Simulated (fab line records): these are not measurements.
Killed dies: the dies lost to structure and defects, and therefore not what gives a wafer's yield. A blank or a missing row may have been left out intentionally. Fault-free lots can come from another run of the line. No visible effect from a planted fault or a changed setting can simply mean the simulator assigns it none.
A struck lot beside a sound one :: flow n5_finfet :: 26 out of 1938 route steps
Sound: wafers L355.2, L355.3, L355.4. Wafers struck: L346.1, L346.3, L346.6. The cause is named last.
At each step with rows: each side's tool, then ch and its chambers, then its first start. Under that, the readings that differ: sound wafers :: struck wafers :: difference of the means :: sigmas: that difference in standard deviations of wafers without a fault.
alike: words and numbers the same on both sides, and readings whose means are apart by under 2 such deviations; not compared: readings that were withheld, readings missing a value for some wafer, numbers with overlapping values and no deviation given by the record, and bounds like >300 which may hide the same value.
Wherever a step has rows on one side only, a row that says differs or no value, or a row with sigmas, the two part there. Non-overlapping numbers with no deviation appear without sigmas and do not part them. Lack of a reading on every wafer of one side parts them only where that side has two or more wafers.

first, 10 steps without rows for these wafers: N5_BEOL_M4_DESCUM_16 (chemistry O2, time 7 s); N5_BEOL_M4_ETCH_74 (etches underlayer in N2/H2, target depth 6.5 nm, time 5.2 s); N5_BEOL_M4_ETCH_63 (etches SiARC in CF4, target depth 15.6 nm, time 26 s); N5_BEOL_M4_ETCH_64 (etches SOC in N2/H2, target depth 75 nm, overetch 22.5 nm, time 121.9 s); N5_BEOL_M4_STRIP_65 (strips in N2/H2); N5_BEOL_M4_STRIP_75 (strips in N2/H2); N5_BEOL_M4_STRIP_66 (strips in CF4); N5_BEOL_M4_HM_OPEN_17 (chemistry Cl2/BCl3, target TiN, target depth 20 nm, overetch 6 nm); N5_BEOL_M4_STRIP_19 (strips in O2); N5_BEOL_M4_COAT_67 (time 60 s, resist thk 60 nm).
N5_BEOL_M4_COAT_68: time 60 s, resist thk 12 nm.
  sound on litho_track-04 ch 0, day 13 18:18; struck on litho_track-01 ch 0, day 10 16:39
reading: spin_speed_rpm (rpm)
sound: 1498.6 1498.3 1497.2
struck: 1684.5 1683.7 1683.9
difference: +186.0
sigmas: +99 or more

reading: model.SiARC_of_BEOL_M4_COAT_68.thk_nm (nm)
sound: 12 12 12
struck: 11.2 11.2 11.2
difference: -0.8
sigmas: 
then, 9 steps without rows for these wafers: N5_BEOL_M4_COAT_76 (time 60 s, resist thk 5 nm); N5_BEOL_M4_COAT_22 (resist thk 30 nm); N5_BEOL_M4_EBR_24; N5_BEOL_M4_SOFTBAKE_23 (time 60 s); N5_BEOL_M4_EXPOSE_25 (exposes mask V3, defocus 5 nm); N5_BEOL_M4_PEB_26 (peb time 60 s); N5_BEOL_M4_DEVELOP_27 (develop time 30 s); N5_BEOL_M4_DESCUM_33 (chemistry O2, time 7 s); N5_BEOL_M4_ETCH_77 (etches underlayer in N2/H2, target depth 6.5 nm, time 5.2 s).
N5_BEOL_M4_ETCH_69: etches SiARC in CF4, target depth 15.6 nm, time 26 s.
  sound on rie_diel-02 ch 0,1,3, day 13 18:55; struck on rie_diel-03 ch 0,1,3, day 10 17:16
reading: etch_rf_on_time_s (s)
sound: 25.90 26.05 26.53
struck: 24.07 24.51 24.33
difference: -1.86
sigmas: -6

reading: model.etch.depth_nm (nm)
sound: 11.95 11.96 11.97
struck: 11.26 11.28 11.27
difference: -0.69
sigmas: 

reading: model.CAR-EUV_of_BEOL_M4_COAT_22.thk_nm (nm)
sound: 11 11 11.2
struck: 11.8 11.8 11.8
difference: +0.7
sigmas: 
  alike: drypump_motor_current_A, oes_product_au, rf_vpp_V, showerhead_plenum_p_Torr, throttle_valve_pct
  not compared: rf_hours_counter_h
then, 1 step without rows for these wafers: N5_BEOL_M4_ALD_98 (deposits SiO2, target thk 2.5 nm, pulse time 1 s, co reactant pulse time 1 s).
N5_BEOL_M4_ETCHBACK_99: etches SiO2 in CHF3, target depth 5 nm, time 10.4 s.
  sound on rie_diel-03 ch 0,3, day 13 20:16; struck on rie_diel-01 ch 0,1, day 10 21:40
reading: model.CAR-EUV_of_BEOL_M4_COAT_22.thk_nm (nm)
sound: 10.4 10.4 10.4
struck: 11 11 11
difference: +1
sigmas: 
  alike: drypump_motor_current_A, oes_product_au, rf_vpp_V, showerhead_plenum_p_Torr, throttle_valve_pct
  not compared: rf_hours_counter_h
N5_BEOL_M4_ETCH_70: etches SOC in N2/H2, target depth 80 nm, overetch 24 nm, time 130 s.
  sound on rie_diel-03 ch 0,3, day 13 20:20; struck on rie_diel-01 ch 0,1, day 10 21:42
reading: model.SiARC_of_BEOL_M4_COAT_68.thk_nm (nm)
sound: 5.8 5.8 5.8
struck: 5 5 5
difference: -1
sigmas: 
  alike: drypump_motor_current_A, oes_product_au, rf_vpp_V, showerhead_plenum_p_Torr, temp_c, throttle_valve_pct
  not compared: rf_hours_counter_h
then, 1 step without rows for these wafers: N5_BEOL_M4_STRIP_71 (strips in N2/H2).
N5_BEOL_M4_RC_MEAS_101:
  sound on prober-02 ch 0, day 14 02:47; struck on prober-01 ch 0, day 11 02:02
reading: SS_P (mV/dec)
sound: 73.5 74.1 73.5
struck: 72.0 73.2 72.6
difference: -1.1
sigmas: -2

reading: VT_N (mV)
sound: 247.5 246.7 252.1
struck: 258.6 250.9 255.5
difference: +6.2
sigmas: +2

reading: VT_P (mV)
sound: -250 -246 -250
struck: -260 -256 -256
difference: -9
sigmas: -2
  alike: DIBL_N, DIBL_P, IOFF_N, IOFF_P, ION_N, ION_P, SS_N

== WHERE THEY PART ==
First at N5_BEOL_M4_COAT_68; last, within this record, at N5_BEOL_M4_RC_MEAS_101.

WHY: what had been put in by the simulator
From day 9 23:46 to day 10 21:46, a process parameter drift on litho_track-01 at N5_BEOL_M4_COAT_68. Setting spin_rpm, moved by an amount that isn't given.
